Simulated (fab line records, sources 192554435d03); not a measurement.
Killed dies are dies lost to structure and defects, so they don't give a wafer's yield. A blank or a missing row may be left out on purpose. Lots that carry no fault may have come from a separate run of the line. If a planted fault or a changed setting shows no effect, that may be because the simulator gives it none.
fab line records	flow n5_finfet
record lots=24	wafers=72	last_day=19
route steps=1938 shown BEOL_M5@1149 BEOL_M6@1194
lots untouched by any fault: they come from a run of this same line in which no faults occurred
start_h: hours from the record's first day to the start of the lot's first wafer shown	wait_h: hours from the lot's prior step to this one	" same as the row above	L1.1+2: a row that stands for several wafers	- no value, or no start was given	* or withheld: withheld	< > ~ a bound
route shown NAME@n: names a module that has steps shown in the file, with the first one's number in the route	usual: average and standard deviation across the fault-free wafers	same: alike in all rows	chamber/n: place in a boat	sites: readings site by site	_std_site: their standard deviation	_edge_site: inner sites' mean taken away from outer sites' mean	radius_mm: how far each site lies from the wafer's centre	mask NAME#n: copy n	behind: the tool/chamber that last shaped the wafer	hold: the reason the lot was held/the length of the hold in hours/how it ended	device: names the non-switching transistor (n, p or np)	end of line: at the end of the route, the tests of the same wafers	a step with no rows: only its recipe	killed: count of dies lost to structure and defects at first sort (not the wafer's yield)	map: the dies of a wafer, with x for killed, . for not killed, _ for no die there
set.NAME: the setting that was run; set.NAME@STEP: the one run at that earlier step	model.NAME: the simulator's own value behind a step, which no gauge read
a sample of lots followed through the steps of the route, with each step as a table and each wafer as a row
services: a tool's chamber out of use, with start hour (start_h, from the record's first day; less than 0 if before it), hours out, and reason
## steps
# step N5_BEOL_M5_OVL_MEAS_29
# recipe points_per_wafer=522
# usual V4_OVL=-0.5/0.65
lot.wafer	tool	chamber	start_h	wait_h	V4_OVL[nm]
L074.1	overlay-02	0	182.27	0.0	-0.7
L074.5	"	0	"	"	-1.2
L074.6	"	0	"	"	-2.0
L075.2	overlay-01	0	201.33	0.0	0.6
L075.5	"	0	"	"	0.1
L075.6	"	0	"	"	-0.2
L076.4	overlay-02	0	210.87	0.0	-0.9
L076.5	"	0	"	"	-0.8
L076.6	"	0	"	"	0.1
L077.1	overlay-02	0	211.02	0.0	0.4
L077.3	"	0	"	"	-1.4
L077.6	"	0	"	"	-0.9
L079.1	overlay-01	0	211.07	0.0	-0.2
L079.3	"	0	"	"	-0.4
L079.4	"	0	"	"	-0.7
L078.4	overlay-02	0	218.40	0.0	0.0
L078.5	"	0	"	"	-0.9
L078.6	"	0	"	"	-0.2
L080.3	overlay-02	0	220.20	0.0	-0.7
L080.4	"	0	"	"	-0.6
L080.5	"	0	"	"	-0.9
L081.2	overlay-02	0	223.40	0.0	0.0
L081.3	"	0	"	"	-0.4
L081.5	"	0	"	"	0.0
L083.3	overlay-02	0	237.94	0.0	-1.2
L083.4	"	0	"	"	-1.3
L083.5	"	0	"	"	-0.8
L082.2	overlay-02	0	246.63	0.0	-0.3
L082.3	"	0	"	"	-1.6
L082.6	"	0	"	"	0.2
L084.1	overlay-02	0	257.72	0.0	-0.3
L084.4	"	0	"	"	-0.4
L084.6	"	0	"	"	-0.8
L086.1	overlay-02	0	263.63	0.0	-0.7
L086.2	"	0	"	"	-0.4
L086.3	"	0	"	"	-0.8
L085.1	overlay-02	0	266.32	0.0	-0.2
L085.4	"	0	"	"	-0.8
L085.6	"	0	"	"	1.7
L087.1	overlay-02	0	269.34	0.1	0.8
L087.2	"	0	"	"	-1.1
L087.4	"	0	"	"	-0.1
L088.1	overlay-02	0	274.21	0.0	0.2
L088.3	"	0	"	"	0.9
L088.5	"	0	"	"	0.2
L090.1	overlay-02	0	292.15	0.0	-0.5
L090.2	"	0	"	"	-0.3
L090.6	"	0	"	"	-0.2
L091.2	overlay-02	0	295.10	0.0	-0.1
L091.3	"	0	"	"	-0.8
L091.4	"	0	"	"	-0.4
L089.2	overlay-02	0	295.66	0.0	-0.2
L089.3	"	0	"	"	-0.9
L089.6	"	0	"	"	0.0
L093.1	overlay-02	0	303.47	0.0	0.2
L093.5	"	0	"	"	0.1
L093.6	"	0	"	"	-1.2
L092.2	overlay-02	0	303.65	0.0	0.6
L092.4	"	0	"	"	0.5
L092.6	"	0	"	"	0.1
L096.1	overlay-02	0	321.83	0.0	-0.2
L096.3	"	0	"	"	0.6
L096.5	"	0	"	"	-1.0
L094.2	overlay-02	0	321.88	0.0	-0.5
L094.3	"	0	"	"	-1.1
L094.5	"	0	"	"	-1.6
L095.1	overlay-02	0	322.04	0.0	-0.6
L095.2	"	0	"	"	-1.7
L095.4	"	0	"	"	-0.8
L097.1	overlay-02	0	346.60	0.0	-1.5
L097.4	"	0	"	"	-0.4
L097.5	"	0	"	"	-2.6
# step N5_BEOL_M5_CO_CAP_78
# recipe material=Co	target_thk_a=20	temp_c=200	precursor=CCTBA/H2	pressure_torr=30	time_s=102.1
# usual heater_power_outer_w=120/10	heater_power_w=227/20
lot.wafer	tool	chamber	start_h	wait_h	heater_power_outer_w	heater_power_w
L074.1	cvd_co-01	0	191.23	0.0	126	248
L074.5	"	1	"	"	107	201
L074.6	"	0	"	"	127	247
L075.2	cvd_co-01	2	208.91	0.0	125	236
L075.5	"	2	"	"	123	228
L075.6	"	1	"	"	106	203
L076.4	cvd_co-02	1	218.62	0.1	122	234
L076.5	"	1	"	"	123	230
L076.6	"	0	"	"	110	199
L077.1	cvd_co-01	1	223.24	0.0	105	201
L077.3	"	0	"	"	125	239
L077.6	"	2	"	"	123	231
L079.1	cvd_co-01	0	223.66	0.0	126	236
L079.3	"	1	"	"	106	206
L079.4	"	2	"	"	120	233
L078.4	cvd_co-02	0	226.61	0.1	112	202
L078.5	"	0	"	"	113	204
L078.6	"	1	"	"	127	232
L080.3	cvd_co-02	0	228.54	0.1	114	204
L080.4	"	1	"	"	123	235
L080.5	"	1	"	"	120	236
L081.2	cvd_co-01	1	230.75	0.0	106	211
L081.3	"	2	"	"	124	228
L081.5	"	0	"	"	131	241
L083.3	cvd_co-02	2	247.70	0.0	138	257
L083.4	"	0	"	"	113	206
L083.5	"	2	"	"	137	255
L082.2	cvd_co-01	1	255.86	0.0	107	199
L082.3	"	0	"	"	124	239
L082.6	"	2	"	"	120	232
L084.1	cvd_co-01	0	265.69	0.0	130	238
L084.4	"	2	"	"	120	231
L084.6	"	0	"	"	124	246
L086.1	cvd_co-02	0	271.44	0.0	110	203
L086.2	"	2	"	"	139	258
L086.3	"	1	"	"	124	228
L085.1	cvd_co-02	0	275.41	0.0	112	209
L085.4	"	0	"	"	113	201
L085.6	"	1	"	"	121	233
L087.1	cvd_co-01	2	277.33	0.0	122	235
L087.2	"	1	"	"	104	204
L087.4	"	2	"	"	119	232
L088.1	cvd_co-02	2	283.04	0.0	144	255
L088.3	"	0	"	"	111	204
L088.5	"	1	"	"	126	230
L090.1	cvd_co-02	0	301.62	0.0	110	199
L090.2	"	2	"	"	140	264
L090.6	"	0	"	"	109	201
L091.2	cvd_co-01	1	302.52	0.0	107	206
L091.3	"	0	"	"	126	240
L091.4	"	1	"	"	105	200
L089.2	cvd_co-02	0	305.51	0.0	111	198
L089.3	"	2	"	"	138	266
L089.6	"	2	"	"	140	262
L093.1	cvd_co-01	2	311.27	0.0	122	237
L093.5	"	1	"	"	105	204
L093.6	"	0	"	"	126	242
L092.2	cvd_co-02	0	311.37	0.0	110	199
L092.4	"	0	"	"	111	202
L092.6	"	2	"	"	137	261
L096.1	cvd_co-01	1	329.28	0.0	106	206
L096.3	"	0	"	"	124	239
L096.5	"	2	"	"	122	230
L095.1	cvd_co-02	0	330.09	0.0	110	201
L095.2	"	1	"	"	120	237
L095.4	"	2	"	"	139	257
L094.2	cvd_co-01	2	330.56	0.0	122	228
L094.3	"	0	"	"	127	238
L094.5	"	1	"	"	108	200
L097.1	cvd_co-01	0	354.40	0.0	127	243
L097.4	"	2	"	"	120	230
L097.5	"	0	"	"	126	239
# step N5_BEOL_M5_RS_MEAS_57
# recipe thk_meas_gauge=four-point-probe	reads=Co_of_BEOL_M5_CO_CAP_78+Cu_of_BEOL_M5_ECD_50+Co_of_BEOL_M5_CVD_47+TaN_of_BEOL_M5_ALD_86
# usual M5_RS=0.384/0.016
lot.wafer	tool	chamber	start_h	wait_h	M5_RS[ohm/sq]
L074.1	film_metro-01	-	191.42	0.0	0.401
L074.5	"	-	"	"	0.374
L074.6	"	-	"	"	0.385
L075.2	film_metro-02	-	209.09	0.1	0.381
L075.5	"	-	"	"	0.370
L075.6	"	-	"	"	0.373
L076.4	film_metro-02	-	218.80	0.0	0.386
L076.5	"	-	"	"	0.386
L076.6	"	-	"	"	0.373
L077.1	film_metro-02	-	223.43	0.0	0.366
L077.3	"	-	"	"	0.395
L077.6	"	-	"	"	0.396
L079.1	film_metro-01	-	223.84	0.0	0.388
L079.3	"	-	"	"	0.389
L079.4	"	-	"	"	0.375
L078.4	film_metro-02	-	226.79	0.0	0.378
L078.5	"	-	"	"	0.356
L078.6	"	-	"	"	0.386
L080.3	film_metro-01	-	228.73	0.1	0.383
L080.4	"	-	"	"	0.376
L080.5	"	-	"	"	0.388
L081.2	film_metro-02	-	231.05	0.1	0.365
L081.3	"	-	"	"	0.410
L081.5	"	-	"	"	0.394
L083.3	film_metro-02	-	247.88	0.1	0.433
L083.4	"	-	"	"	0.400
L083.5	"	-	"	"	0.406
L082.2	film_metro-02	-	256.04	0.1	0.359
L082.3	"	-	"	"	0.399
L082.6	"	-	"	"	0.372
L084.1	film_metro-01	-	265.87	0.0	0.347
L084.4	"	-	"	"	0.403
L084.6	"	-	"	"	0.370
L086.1	film_metro-02	-	271.67	0.1	0.372
L086.2	"	-	"	"	0.369
L086.3	"	-	"	"	0.404
L085.1	film_metro-01	-	275.59	0.0	0.389
L085.4	"	-	"	"	0.386
L085.6	"	-	"	"	0.374
L087.1	film_metro-02	-	277.52	0.0	0.401
L087.2	"	-	"	"	0.377
L087.4	"	-	"	"	0.379
L088.1	film_metro-01	-	283.22	0.0	0.392
L088.3	"	-	"	"	0.421
L088.5	"	-	"	"	0.376
L090.1	film_metro-02	-	301.84	0.0	0.358
L090.2	"	-	"	"	0.398
L090.6	"	-	"	"	0.402
L091.2	film_metro-01	-	302.70	0.1	0.395
L091.3	"	-	"	"	0.380
L091.4	"	-	"	"	0.380
L089.2	film_metro-02	-	305.73	0.1	0.370
L089.3	"	-	"	"	0.377
L089.6	"	-	"	"	0.391
L093.1	film_metro-01	-	311.45	0.0	0.352
L093.5	"	-	"	"	0.381
L093.6	"	-	"	"	0.367
L092.2	film_metro-02	-	311.56	0.1	0.375
L092.4	"	-	"	"	0.371
L092.6	"	-	"	"	0.381
L096.1	film_metro-02	-	329.46	0.0	0.398
L096.3	"	-	"	"	0.361
L096.5	"	-	"	"	0.405
L095.1	film_metro-02	-	330.27	0.0	0.419
L095.2	"	-	"	"	0.374
L095.4	"	-	"	"	0.362
L094.2	film_metro-01	-	330.75	0.1	0.374
L094.3	"	-	"	"	0.377
L094.5	"	-	"	"	0.381
L097.1	film_metro-01	-	354.62	0.0	0.366
L097.4	"	-	"	"	0.422
L097.5	"	-	"	"	0.377
# step N5_BEOL_M6_ILD_DEP_00
# recipe material=SiCOH_lowk	target_thk_a=1797.5	temp_c=300	precursor=DEMS/porogen	pressure_torr=5	rf_w=500	time_s=33.4
# usual heater_power_outer_w=149/41	heater_power_w=312/65	showerhead_plenum_p_Torr=5.738/0.015	showerhead_vpp_V=1363/44	throttle_valve_pct=14.1/0.87
lot.wafer	tool	chamber	start_h	wait_h	heater_power_outer_w	heater_power_w	showerhead_plenum_p_Torr	showerhead_vpp_V	throttle_valve_pct
L074.1	pecvd-03	0	191.48	0.0	119	263	5.733	1386	13.6
L074.5	"	0	"	"	126	270	5.729	1422	13.4
L074.6	"	1	"	"	142	324	5.737	1274	13.3
L075.2	pecvd-03	2	209.16	0.0	185	386	5.754	1423	13.1
L075.5	"	2	"	"	192	400	5.760	1433	13.1
L075.6	"	1	"	"	152	326	5.731	1290	13.4
L076.4	pecvd-01	0	218.89	0.1	123	268	5.723	1389	14.2
L076.5	"	1	"	"	108	234	5.752	1370	15.3
L076.6	"	2	"	"	174	345	5.704	1348	13.6
L077.1	pecvd-03	2	223.49	0.0	193	395	5.763	1424	13.4
L077.3	"	0	"	"	164	315	5.735	1399	13.7
L077.6	"	1	"	"	200	399	5.738	1288	13.3
L079.1	pecvd-01	1	223.90	0.0	110	236	5.736	1388	15.2
L079.3	"	2	"	"	199	374	5.703	1388	13.7
L079.4	"	1	"	"	65	182	5.746	1417	15.0
L078.4	pecvd-01	2	226.87	0.1	199	382	5.711	1372	13.5
L078.5	"	1	"	"	74	192	5.744	1394	15.3
L078.6	"	0	"	"	125	267	5.738	1359	14.3
L080.3	pecvd-03	1	228.81	0.1	171	368	5.733	1295	13.2
L080.4	"	2	"	"	215	424	5.744	1401	13.2
L080.5	"	1	"	"	174	372	5.734	1297	13.4
L081.2	pecvd-04	0	231.11	0.0	174	355	5.738	1392	14.9
L081.3	"	0	"	"	176	357	5.750	1413	15.0
L081.5	"	0	"	"	182	359	5.739	1384	14.8
L083.3	pecvd-04	0	247.94	0.0	165	341	5.735	1405	14.8
L083.4	"	2	"	"	117	274	5.746	1335	13.3
L083.5	"	1	"	"	119	265	5.742	1320	15.2
L082.2	pecvd-03	1	256.11	0.0	194	385	5.736	1303	13.2
L082.3	"	0	"	"	140	284	5.733	1408	13.0
L082.6	"	1	"	"	198	383	5.742	1287	13.2
L084.1	pecvd-04	0	265.94	0.0	176	356	5.742	1377	14.7
L084.4	"	1	"	"	117	255	5.752	1325	15.3
L084.6	"	0	"	"	176	355	5.734	1382	14.8
L086.1	pecvd-04	1	271.73	0.0	107	240	5.746	1284	15.1
L086.2	"	0	"	"	132	295	5.735	1408	14.8
L086.3	"	2	"	"	110	260	5.729	1333	13.2
L085.1	pecvd-03	1	275.66	0.0	149	329	5.760	1299	13.4
L085.4	"	0	"	"	153	309	5.748	1407	13.2
L085.6	"	1	"	"	154	345	5.730	1299	13.3
L087.1	pecvd-04	2	277.58	0.0	125	283	5.743	1332	13.1
L087.2	"	0	"	"	144	306	5.740	1398	15.0
L087.4	"	1	"	"	81	211	5.746	1269	15.1
L088.1	pecvd-01	2	283.28	0.0	195	361	5.700	1365	13.6
L088.3	"	1	"	"	93	215	5.749	1401	15.1
L088.5	"	1	"	"	96	225	5.744	1393	15.5
L090.1	pecvd-04	1	301.90	0.0	107	242	5.737	1321	15.0
L090.2	"	0	"	"	177	348	5.728	1386	15.2
L090.6	"	2	"	"	101	244	5.743	1328	13.2
L091.2	pecvd-04	2	302.77	0.0	81	224	5.747	1346	13.1
L091.3	"	0	"	"	162	337	5.744	1396	15.3
L091.4	"	1	"	"	100	235	5.740	1319	14.9
L089.2	pecvd-04	1	305.79	0.0	117	256	5.740	1332	15.3
L089.3	"	2	"	"	118	275	5.757	1350	13.2
L089.6	"	0	"	"	167	334	5.745	1403	15.0
L093.1	pecvd-01	1	311.51	0.0	105	234	5.735	1385	15.2
L093.5	"	1	"	"	105	240	5.763	1407	14.9
L093.6	"	2	"	"	199	375	5.698	1383	13.5
L092.2	pecvd-04	1	311.62	0.0	131	271	5.745	1300	15.2
L092.4	"	0	"	"	167	354	5.747	1379	14.9
L092.6	"	1	"	"	131	268	5.743	1306	15.3
L096.1	pecvd-04	1	329.52	0.0	121	263	5.757	1325	15.0
L096.3	"	2	"	"	111	266	5.753	1336	13.4
L096.5	"	0	"	"	175	354	5.735	1405	15.1
L095.1	pecvd-04	2	330.33	0.0	118	283	5.736	1322	13.2
L095.2	"	1	"	"	116	258	5.742	1339	15.4
L095.4	"	0	"	"	122	284	5.728	1380	14.7
L094.2	pecvd-01	2	330.81	0.0	201	378	5.698	1406	13.5
L094.3	"	1	"	"	81	203	5.752	1423	15.2
L094.5	"	2	"	"	198	392	5.709	1365	13.4
L097.1	pecvd-03	1	354.68	0.0	183	394	5.734	1276	13.2
L097.4	"	1	"	"	195	390	5.735	1293	12.8
L097.5	"	2	"	"	245	467	5.753	1433	13.5
# step N5_BEOL_M6_DESCUM_16
# recipe chemistry=O2	time_s=7.9	source_power_w=50	bias_power_w=20	pressure_mtorr=20	rf_frequency_hz=2.712e+07	temp_c=40	resist=CAR-ArF	o2_flow_sccm=225
# usual drypump_motor_current_A=5.7/0.54	oes_product_au=0.79/0.084	rf_vpp_V=243.0/1.4	showerhead_plenum_p_Torr=2.08/0.067	temp_c=39.99/0.12	throttle_valve_pct=20.40/0.3
lot.wafer	tool	chamber	start_h	wait_h	drypump_motor_current_A	oes_product_au	rf_hours_counter_h	rf_vpp_V	showerhead_plenum_p_Torr	temp_c	throttle_valve_pct
L074.1	rie_diel-06	0	193.25	0.3	5.3	0.74	181	245.6	2.14	40.08	20.43
L074.5	"	0	"	"	5.3	0.74	-	244.2	2.14	40.26	20.44
L074.6	"	1	"	"	6.4	0.84	-	241.7	2.12	40.09	19.99
L075.2	rie_diel-05	1	212.09	0.0	4.9	0.71	198	241.7	2.08	40.10	20.20
L075.5	"	1	"	"	4.9	0.70	-	242.6	2.08	40.09	20.21
L075.6	"	0	"	"	6.3	0.79	-	242.1	1.98	40.13	20.08
L076.4	rie_diel-06	0	221.07	0.2	5.3	0.74	188	244.9	2.14	39.77	20.43
L076.5	"	1	"	"	6.4	0.84	-	244.0	2.12	40.08	20.00
L076.6	"	0	"	"	5.3	0.74	-	245.3	2.14	39.79	20.45
L077.1	rie_diel-06	2	225.50	0.0	5.4	0.94	17	244.6	2.15	40.29	20.50
L077.3	"	0	"	"	5.3	0.73	189	245.1	2.14	40.13	20.45
L077.6	"	1	"	"	6.5	0.83	-	244.2	2.12	39.92	20.00
L079.1	rie_diel-02	0	225.66	0.0	6.2	0.69	235	244.3	2.17	40.12	21.01
L079.3	"	3	"	"	5.3	0.94	9	243.3	2.16	40.01	20.73
L079.4	"	2	"	"	5.1	0.68	211	245.6	2.16	39.89	20.63
L078.4	rie_diel-06	2	228.47	0.0	5.4	0.93	18	244.1	2.15	40.13	20.50
L078.5	"	2	"	"	5.5	0.94	-	243.7	2.15	40.09	20.49
L078.6	"	1	"	"	6.4	0.82	-	243.6	2.12	40.06	20.00
L080.3	rie_diel-02	3	230.73	0.0	5.3	0.93	11	243.9	2.16	39.99	20.74
L080.4	"	2	"	"	5.1	0.68	212	244.5	2.16	39.75	20.63
L080.5	"	3	"	"	5.3	0.93	-	243.4	2.16	39.86	20.73
L081.2	rie_diel-05	0	234.01	0.0	6.3	0.77	140	241.4	1.98	40.04	20.08
L081.3	"	0	"	"	6.3	0.78	-	239.9	1.98	39.86	20.11
L081.5	"	2	"	"	5.9	0.83	-	241.3	2.04	40.05	20.28
L083.3	rie_diel-02	3	251.64	0.2	5.3	0.90	19	245.0	2.15	40.04	20.75
L083.4	"	2	"	"	5.1	0.67	221	244.4	2.16	40.20	20.65
L083.5	"	3	"	"	5.3	0.90	-	244.9	2.15	40.03	20.75
L082.2	rie_diel-06	1	259.37	0.1	6.5	0.81	102	242.7	2.11	39.78	20.02
L082.3	"	2	"	"	5.4	0.91	31	244.9	2.14	39.88	20.53
L082.6	"	3	"	"	4.8	0.87	-	242.2	2.04	39.79	19.95
L084.1	rie_diel-05	0	267.62	0.0	6.3	0.77	156	242.5	1.97	40.17	20.12
L084.4	"	2	"	"	5.9	0.81	83	240.5	2.04	40.02	20.28
L084.6	"	0	"	"	6.3	0.76	-	242.2	1.97	40.04	20.13
L086.1	rie_diel-06	0	273.13	0.0	5.3	0.73	208	244.1	2.13	39.88	20.47
L086.2	"	3	"	"	4.8	0.86	68	241.0	2.04	40.10	20.00
L086.3	"	2	"	"	5.4	0.89	37	245.1	2.14	40.13	20.52
L085.1	rie_diel-02	1	278.26	0.1	5.7	0.73	170	244.4	2.11	39.90	20.86
L085.4	"	1	"	"	5.8	0.73	-	242.8	2.11	40.04	20.88
L085.6	"	2	"	"	5.1	0.67	-	243.6	2.16	40.15	20.67
L087.1	rie_diel-02	3	279.12	0.2	5.3	0.88	29	242.8	2.15	40.04	20.79
L087.2	"	1	"	"	5.7	0.73	171	244.6	2.11	39.96	20.86
L087.4	"	1	"	"	5.8	0.73	-	242.9	2.11	40.07	20.88
L088.1	rie_diel-02	2	284.99	0.0	5.1	0.66	233	242.9	2.16	40.08	20.67
L088.3	"	3	"	"	5.3	0.89	31	243.7	2.15	40.09	20.77
L088.5	"	1	"	"	5.7	0.74	-	241.5	2.11	39.86	20.86
L090.1	rie_diel-05	1	303.87	0.0	4.9	0.69	233	243.2	2.07	39.87	20.25
L090.2	"	2	"	"	5.9	0.81	97	242.4	2.03	39.95	20.28
L090.6	"	2	"	"	5.9	0.81	-	242.3	2.03	39.94	20.31
L091.2	rie_diel-05	1	305.48	0.0	4.9	0.68	234	240.9	2.07	40.04	20.26
L091.3	"	0	"	"	6.3	0.76	170	241.5	1.97	39.88	20.13
L091.4	"	2	"	"	6.0	0.80	-	244.0	2.03	40.02	20.30
L089.2	rie_diel-05	0	307.58	0.0	6.3	0.76	171	242.0	1.97	40.01	20.14
L089.3	"	2	"	"	5.9	0.81	99	242.2	2.03	39.95	20.31
L089.6	"	0	"	"	6.3	0.76	-	242.8	1.97	40.11	20.16
L093.1	rie_diel-05	0	314.52	0.1	6.3	0.76	174	241.7	1.96	40.00	20.16
L093.5	"	0	"	"	6.3	0.77	-	240.3	1.96	40.15	20.15
L093.6	"	1	"	"	4.9	0.68	-	240.4	2.07	39.91	20.28
L092.2	rie_diel-05	2	314.88	0.2	5.9	0.80	102	241.8	2.03	40.00	20.31
L092.4	"	1	"	"	4.9	0.67	-	243.6	2.07	39.92	20.28
L092.6	"	0	"	"	6.3	0.76	-	241.0	1.96	39.88	20.15
L096.1	rie_diel-06	0	331.89	1.1	5.3	0.71	227	243.9	2.12	39.98	20.52
L096.3	"	2	"	"	5.4	0.86	56	244.0	2.13	39.96	20.56
L096.5	"	1	"	"	6.5	0.80	-	243.1	2.10	40.08	20.06
L094.2	rie_diel-02	1	333.16	0.1	5.7	0.70	194	243.0	2.10	40.07	20.92
L094.3	"	0	"	"	6.1	0.90	14	244.0	2.16	39.79	20.80
L094.5	"	3	"	"	5.3	0.85	-	245.6	2.14	39.92	20.79
L095.1	rie_diel-05	2	333.85	0.7	5.9	0.79	110	241.3	2.03	40.00	20.31
L095.2	"	0	"	"	6.3	0.75	182	240.7	1.96	39.91	20.17
L095.4	"	0	"	"	6.3	0.75	-	242.7	1.96	39.99	20.14
L097.1	rie_diel-05	0	359.84	0.1	6.3	0.74	195	240.6	1.96	39.96	20.18
L097.4	"	0	"	"	6.3	0.74	-	241.8	1.96	39.95	20.19
L097.5	"	2	"	"	6.0	0.77	-	240.5	2.02	39.80	20.33
# step N5_BEOL_M6_CD_MEAS_18
# recipe pitch_nm=80	target_cd_nm=40
# usual cd_nm=39.6/0.76
lot.wafer	tool	chamber	start_h	wait_h	cd_nm
L074.1	cd_sem-02	-	193.72	0.0	39.2
L074.5	"	-	"	"	40.3
L074.6	"	-	"	"	40.0
L075.2	cd_sem-02	-	212.68	0.1	38.6
L075.5	"	-	"	"	40.1
L075.6	"	-	"	"	39.5
L076.4	cd_sem-02	-	221.53	0.1	39.6
L076.5	"	-	"	"	40.3
L076.6	"	-	"	"	40.2
L077.1	cd_sem-01	-	225.99	0.0	40.4
L077.3	"	-	"	"	39.3
L077.6	"	-	"	"	39.9
L079.1	cd_sem-01	-	226.30	0.0	38.5
L079.3	"	-	"	"	41.2
L079.4	"	-	"	"	39.2
L078.4	cd_sem-02	-	229.03	0.0	40.4
L078.5	"	-	"	"	39.4
L078.6	"	-	"	"	40.8
L080.3	cd_sem-02	-	231.19	0.1	39.7
L080.4	"	-	"	"	40.4
L080.5	"	-	"	"	40.0
L081.2	cd_sem-02	-	234.63	0.1	39.3
L081.3	"	-	"	"	39.1
L081.5	"	-	"	"	40.6
L083.3	cd_sem-01	-	252.12	0.1	39.5
L083.4	"	-	"	"	38.4
L083.5	"	-	"	"	40.5
L082.2	cd_sem-01	-	259.84	0.1	39.4
L082.3	"	-	"	"	40.5
L082.6	"	-	"	"	39.0
L084.1	cd_sem-02	-	268.08	0.0	38.1
L084.4	"	-	"	"	38.1
L084.6	"	-	"	"	40.1
L086.1	cd_sem-02	-	273.62	0.0	40.0
L086.2	"	-	"	"	39.3
L086.3	"	-	"	"	40.2
L085.1	cd_sem-01	-	278.77	0.0	38.6
L085.4	"	-	"	"	39.3
L085.6	"	-	"	"	38.8
L087.1	cd_sem-01	-	279.58	0.0	40.8
L087.2	"	-	"	"	41.3
L087.4	"	-	"	"	38.6
L088.1	cd_sem-02	-	285.45	0.0	38.8
L088.3	"	-	"	"	40.7
L088.5	"	-	"	"	37.8
L090.1	cd_sem-02	-	304.33	0.0	39.1
L090.2	"	-	"	"	40.5
L090.6	"	-	"	"	39.5
L091.2	cd_sem-01	-	305.94	0.1	40.6
L091.3	"	-	"	"	39.4
L091.4	"	-	"	"	40.1
L089.2	cd_sem-02	-	308.05	0.1	40.2
L089.3	"	-	"	"	40.9
L089.6	"	-	"	"	39.9
L093.1	cd_sem-02	-	314.99	0.0	39.8
L093.5	"	-	"	"	38.4
L093.6	"	-	"	"	39.1
L092.2	cd_sem-02	-	315.39	0.1	39.1
L092.4	"	-	"	"	39.7
L092.6	"	-	"	"	39.3
L096.1	cd_sem-02	-	332.46	0.0	40.2
L096.3	"	-	"	"	39.6
L096.5	"	-	"	"	40.3
L094.2	cd_sem-01	-	333.69	0.1	40.9
L094.3	"	-	"	"	40.4
L094.5	"	-	"	"	40.5
L095.1	cd_sem-02	-	334.51	0.1	41.1
L095.2	"	-	"	"	38.8
L095.4	"	-	"	"	40.1
L097.1	cd_sem-01	-	360.31	0.0	38.9
L097.4	"	-	"	"	39.6
L097.5	"	-	"	"	40.1
## services
tool	chamber	start_h	hours	kind
rie_diel-06	1	173.12	2.4	repair
rie_diel-06	0	174.16	8.3	repair
pecvd-03	0	179.35	5.6	repair
cvd_co-01	-	180.76	4.3	pm
pecvd-03	-	190.15	1.2	repair
rie_diel-05	3	211.18	8.2	repair
pecvd-04	2	215.90	3.4	repair
pecvd-03	0	228.65	2.3	repair
pecvd-04	2	228.99	4.0	repair
rie_diel-05	1	231.51	7.3	repair
pecvd-01	1	233.56	22.8	repair
rie_diel-02	0	271.52	9.9	repair
cvd_co-01	-	274.33	0.4	repair
rie_diel-02	3	287.60	16.7	repair
cvd_co-01	-	295.95	2.8	pm
cvd_co-02	1	296.24	10.8	repair
pecvd-03	0	333.35	5.9	repair
cvd_co-01	1	333.42	-	clean
cvd_co-01	1	333.42	22.0	scheduled_down
cvd_co-01	1	333.42	22.0	vent_cycle
rie_diel-02	1	334.26	5.1	repair
pecvd-01	-	353.41	6.0	pm
cvd_co-01	2	357.05	1.6	repair
pecvd-03	-	357.19	1.2	repair
## key
fault none
